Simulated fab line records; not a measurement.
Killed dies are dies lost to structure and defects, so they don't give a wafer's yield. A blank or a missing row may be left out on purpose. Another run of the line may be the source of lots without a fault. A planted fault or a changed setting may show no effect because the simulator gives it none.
fab line records	flow nandHarc	part 2 of 2: steps 5 to 6 of 6
record lots=23	wafers=69	lastDay=33
route steps=1302 shown A_CHANNEL_HOLE_D1@478 A_CHANNEL_FILL_D1@493 A_DECK1_JOINT@527 A_CHANNEL_HOLE_D2@596
lots that met no fault: from a run of the same line without faults
startH: start of the lot's first displayed wafer, in hours after the record's first day	waitH: how many hours have passed since the lot's step before this one	" as in the row above	L1.1+2: a single row standing in for several wafers	- no value present, or no start provided	* or withheld: withheld	< > ~ a bound
route shown NAME@n: names a module that has steps shown in the file, with the first one's number in the route	usual: mean and standard deviation over wafers with no fault	same: alike in all rows	chamber/n: place in a boat	sites: each site's reading	_std_site: standard deviation of those values	_edge_site: the outer-site mean with the inner-site mean subtracted	radiusMm: for every site, how far away it sits from the centre of the wafer	mask NAME#n: copy n	behind: the tool/chamber that last shaped the wafer	hold: reason for holding the lot/hours on hold/outcome of the hold	device: whichever transistor did not switch (one of n, p or np)	end of line: tests run on the same wafers once the route is complete	where a step has no rows: the recipe by itself	killed: not the wafer's yield, but the dies lost to structure and defects at the first sort	map: dies across one wafer; x = killed, . = not, _ = none there
set.NAME: the run value of the setting; set.NAME@STEP: its run value at that earlier step	model.NAME: the simulator's own value behind a step, which no gauge read
the route's steps for a sample of lots (tables are steps, rows are wafers)
services: from which hour (startH, from the record's first day; less than 0 if before it) a tool's chamber was out of use, for how many hours, and why
## steps
# step NHARC_A_DECK1_JOINT_CMP_13
# recipe targetThkNm=51.023
# usual motorCurrentA=12.2/1.6	slurryFlowMlMin=150.0/0.47	timeToEndpointS=10/3.3
lot.wafer	tool	chamber	startH	waitH	motorCurrentA	slurryFlowMlMin	timeToEndpointS
L074.1	cmp-01	0	233.62	0.4	11.1	150.1	8
L074.3	"	1	"	"	12.9	150.1	16
L074.5	"	0	"	"	10.8	149.7	12
L075.3	cmp-01	1	268.40	0.4	13.4	150.2	18
L075.4	"	2	"	"	13.0	150.4	14
L075.2	"	3	"	"	10.4	149.3	15
L076.3	cmp-04	3	274.57	0.4	11.1	150.0	11
L076.1	"	0	"	"	10.8	149.7	10
L076.4	"	1	"	"	16.1	149.4	12
L077.1	cmp-04	1	293.74	0.4	15.2	149.6	10
L077.2	"	0	"	"	10.9	149.8	7
L077.6	"	1	"	"	15.1	150.0	11
L078.4	cmp-03	1	293.94	0.6	14.1	150.5	4
L078.2	"	2	"	"	10.4	150.6	7
L078.6	"	0	"	"	13.5	150.1	3
L080.1	cmp-04	0	301.47	0.4	11.1	149.7	7
L080.4	"	2	"	"	12.8	150.8	9
L080.5	"	0	"	"	10.8	150.4	8
L079.3	cmp-03	0	309.83	0.4	12.8	150.2	4
L079.6	"	3	"	"	12.3	150.3	4
L079.5	"	0	"	"	13.2	149.4	3
L082.1	cmp-04	0	330.33	0.4	11.1	150.8	6
L082.4	"	1	"	"	15.5	150.8	9
L082.5	"	1	"	"	15.7	150.1	12
L083.1	cmp-04	3	340.36	0.4	11.1	149.8	9
L083.3	"	0	"	"	10.1	149.4	9
L083.5	"	2	"	"	13.1	150.5	8
L084.3	cmp-01	0	363.02	0.4	11.0	149.6	10
L084.1	"	2	"	"	12.5	149.7	6
L084.5	"	0	"	"	10.6	150.1	7
L085.3	cmp-04	3	363.02	0.4	11.0	150.7	10
L085.2	"	2	"	"	12.6	150.1	8
L085.6	"	0	"	"	10.8	150.5	5
L086.3	cmp-03	2	371.41	0.4	11.6	149.9	13
L086.4	"	3	"	"	12.1	148.9	8
L086.1	"	0	"	"	12.8	150.1	6
L087.1	cmp-04	3	371.41	0.4	11.0	150.2	9
L087.2	"	0	"	"	11.3	150.7	7
L087.6	"	3	"	"	11.2	150.3	10
L089.3	cmp-01	1	403.64	0.4	13.2	150.2	14
L089.5	"	1	"	"	13.2	150.0	15
L089.6	"	2	"	"	13.3	150.7	8
L088.3	cmp-01	1	411.97	0.4	13.1	149.9	16
L088.1	"	2	"	"	12.7	149.9	11
L088.5	"	0	"	"	11.2	149.4	11
L090.1	cmp-01	3	417.95	0.4	10.6	150.5	16
L090.4	"	0	"	"	10.7	150.2	10
L090.2	"	2	"	"	13.6	149.8	12
L092.4	cmp-03	0	424.65	0.4	13.5	149.7	6
L092.5	"	3	"	"	11.9	149.4	10
L092.6	"	0	"	"	12.7	150.6	8
L091.4	cmp-04	2	424.67	0.4	12.8	150.4	7
L091.5	"	0	"	"	10.9	150.3	7
L091.6	"	1	"	"	15.4	150.0	9
L094.4	cmp-04	0	443.28	0.4	10.8	150.4	9
L094.1	"	2	"	"	13.3	149.8	10
L094.5	"	0	"	"	11.1	150.8	9
L093.1	cmp-01	0	443.39	0.5	10.4	149.9	12
L093.4	"	1	"	"	13.1	149.9	18
L093.5	"	0	"	"	10.4	149.6	12
L095.3	cmp-01	3	457.28	0.4	10.7	150.3	11
L095.1	"	2	"	"	12.7	149.5	8
L095.5	"	3	"	"	10.7	149.9	10
L096.4	cmp-01	2	464.77	0.4	13.7	150.2	7
L096.1	"	3	"	"	10.4	149.4	9
L096.6	"	1	"	"	13.2	149.9	15
L097.1	cmp-04	2	484.04	0.4	12.9	149.7	6
L097.3	"	3	"	"	11.3	150.6	6
L097.4	"	0	"	"	10.7	150.7	6
# step NHARC_A_CHANNEL_HOLE_D2_ETCH_24
# recipe biasV=5000	sourceW=withheld	pressureMtorr=20	timeS=906.2	arFlowSccm=375	c4f8FlowSccm=93.8	o2FlowSccm=31.2	tempC=-20	targetDepthA=15000	chemistry=C4F8/O2/Ar
# usual drypumpMotorCurrentA=5.27/0.2	heBacksideLeakSccm=5.9/0.83	o2FlowSccm=31.23/0.088	showerheadPlenumPTorr=3.68/0.15	throttleValvePct=32.235/0.0094
lot.wafer	tool	chamber	startH	waitH	drypumpMotorCurrentA	heBacksideLeakSccm	o2FlowSccm	rfHoursCounterH	showerheadPlenumPTorr	throttleValvePct
L074.1	harEtch-02	1	289.90	0.6	5.30	6.1	31.27	346	3.53	32.248
L074.3	"	0	"	"	5.45	7.1	31.15	-	3.60	32.234
L074.5	"	0	"	"	5.46	7.1	31.21	-	3.60	32.231
L075.2	harEtch-02	0	314.44	0.6	5.48	7.5	31.20	376	3.60	32.237
L075.3	"	0	"	"	5.45	7.4	31.35	-	3.59	32.247
L075.4	"	1	"	"	5.29	6.1	31.51	-	3.52	32.238
L076.1	harEtch-02	0	323.02	0.6	5.48	7.5	31.29	380	3.59	32.239
L076.3	"	1	"	"	5.27	5.9	31.23	-	3.52	32.243
L076.4	"	0	"	"	5.46	7.3	31.26	-	3.59	32.223
L080.1	harEtch-01	1	348.12	0.6	4.93	6.5	31.16	177	3.68	32.229
L080.4	"	1	"	"	4.91	6.3	31.18	-	3.68	32.233
L080.5	"	0	"	"	5.43	5.8	31.31	-	3.58	32.253
L077.2	harEtch-02	1	349.75	0.6	5.27	6.3	31.20	377	3.52	32.233
L077.1	"	0	"	"	5.46	7.3	31.21	392	3.59	32.246
L077.6	"	0	"	"	5.43	7.5	31.22	-	3.59	32.242
L078.2	harEtch-01	0	352.26	0.6	5.39	5.8	31.22	181	3.58	32.248
L078.4	"	1	"	"	4.96	6.0	31.38	-	3.68	32.232
L078.6	"	1	"	"	4.94	6.0	31.47	-	3.68	32.232
L079.3	harEtch-01	1	360.36	0.6	4.95	6.2	31.20	-	3.68	32.224
L079.5	"	0	"	"	5.40	5.7	31.17	-	3.58	32.236
L079.6	"	1	"	"	4.94	6.5	31.12	-	3.67	32.240
L082.1	harEtch-02	1	375.32	0.6	5.25	6.2	31.19	396	3.51	32.241
L082.4	"	0	"	"	5.47	7.8	31.24	-	3.58	32.237
L082.5	"	0	"	"	5.45	7.8	31.26	-	3.58	32.238
L083.1	harEtch-01	0	386.27	0.6	5.38	5.7	31.20	208	3.57	32.248
L083.3	"	1	"	"	4.96	6.0	31.34	-	3.66	32.236
L083.5	"	1	"	"	4.94	6.3	31.40	-	3.66	32.248
L085.2	harEtch-01	0	406.01	0.6	5.42	5.9	31.18	223	3.56	32.220
L085.3	"	1	"	"	4.93	6.4	31.18	-	3.65	32.220
L085.6	"	1	"	"	4.94	6.3	31.23	-	3.65	32.237
L084.1	harEtch-02	0	406.10	0.6	5.48	4.6	31.28	6	3.92	32.240
L084.3	"	0	"	"	5.46	4.6	31.11	-	3.92	32.243
L084.5	"	1	"	"	5.24	5.0	31.41	-	3.92	32.240
L086.1	harEtch-01	1	421.82	0.6	4.96	6.4	31.41	231	3.65	32.249
L086.4	"	0	"	"	5.44	5.5	31.28	-	3.55	32.243
L086.3	"	1	"	"	4.95	6.4	31.31	-	3.65	32.232
L087.1	harEtch-02	1	423.37	0.6	5.24	5.2	31.00	17	3.92	32.227
L087.2	"	0	"	"	5.45	4.8	31.05	17	3.92	32.220
L087.6	"	0	"	"	5.45	4.7	31.08	-	3.92	32.239
L089.3	harEtch-01	1	451.32	0.6	4.96	9.6	31.24	-	3.64	32.244
L089.5	"	0	"	"	5.44	5.6	31.19	-	3.55	32.245
L089.6	"	1	"	"	4.93	7.1	31.16	-	3.64	32.222
L090.2	harEtch-02	0	461.16	0.6	5.43	4.7	31.26	36	3.91	32.211
L090.1	"	1	"	"	5.28	5.2	31.14	36	3.91	32.241
L090.4	"	1	"	"	5.26	5.4	31.17	-	3.91	32.233
L088.1	harEtch-01	0	461.30	0.6	5.38	5.9	31.23	254	3.54	32.244
L088.3	"	0	"	"	5.41	5.8	31.34	-	3.54	32.256
L088.5	"	0	"	"	5.40	5.7	31.11	-	3.54	32.235
L091.4	harEtch-01	1	474.07	0.6	4.93	6.6	31.34	-	3.63	32.220
L091.6	"	1	"	"	4.95	7.4	31.24	-	3.63	32.245
L091.5	"	0	"	"	5.39	6.1	31.27	-	3.54	32.242
L092.4	harEtch-02	1	474.63	0.6	5.27	5.2	31.25	-	3.90	32.235
L092.5	"	0	"	"	5.45	4.8	31.22	-	3.90	32.231
L092.6	"	1	"	"	5.29	5.5	31.40	-	3.90	32.235
L094.1	harEtch-01	0	486.71	0.6	5.45	5.6	31.29	270	3.53	32.235
L094.4	"	0	"	"	5.41	5.8	31.29	-	3.53	32.228
L094.5	"	0	"	"	5.41	5.9	31.23	-	3.53	32.250
L093.1	harEtch-02	1	487.05	0.6	5.27	5.5	31.10	55	3.90	32.245
L093.4	"	1	"	"	5.24	5.1	31.00	-	3.90	32.246
L093.5	"	1	"	"	5.25	5.5	31.14	-	3.90	32.236
L095.1	harEtch-02	0	506.54	0.6	5.46	4.9	31.16	63	3.89	32.238
L095.3	"	1	"	"	5.27	5.0	31.24	-	3.89	32.257
L095.5	"	0	"	"	5.45	4.7	31.17	-	3.89	32.257
L096.1	harEtch-01	0	509.06	0.6	5.39	6.0	31.22	281	3.53	32.230
L096.4	"	0	"	"	5.41	6.0	31.26	-	3.53	32.241
L096.6	"	0	"	"	5.41	5.9	31.13	-	3.53	32.219
L097.1	harEtch-02	0	534.35	0.6	5.45	5.0	31.19	82	3.88	32.241
L097.3	"	0	"	"	5.46	5.0	31.19	-	3.88	32.222
L097.4	"	1	"	"	5.25	5.2	31.13	-	3.88	32.240
## services
tool	chamber	startH	hours	kind
cmp-04	-	156.23	2.0	repair
rieDiel-10	-	161.98	0.4	repair
rieDiel-10	1	171.41	4.2	repair
aldSinBatch-01	-	176.19	4.4	repair
cmp-01	-	183.68	11.9	repair
cmp-01	-	195.60	4.0	pm
cmp-04	-	197.69	2.7	repair
cmp-04	-	203.53	1.6	repair
cmp-04	-	209.93	4.0	pm
cmp-01	-	219.26	0.3	repair
rieDiel-10	-	229.64	0.7	repair
rieDiel-10	1	231.08	2.6	repair
aldHk-01	-	256.07	0.6	repair
cmp-04	-	268.22	1.4	repair
cmp-04	-	302.22	1.5	repair
cmp-04	-	304.80	2.7	repair
cmp-04	-	307.93	4.0	pm
cmp-04	-	348.84	1.7	repair
harEtch-02	-	377.36	17.0	pm
cmp-04	-	385.02	0.3	repair
cmp-04	-	405.93	4.0	pm
aldHk-01	-	476.06	10.0	pm
cmp-04	-	503.93	4.0	pm
aldSinBatch-01	-	508.34	26.0	pm
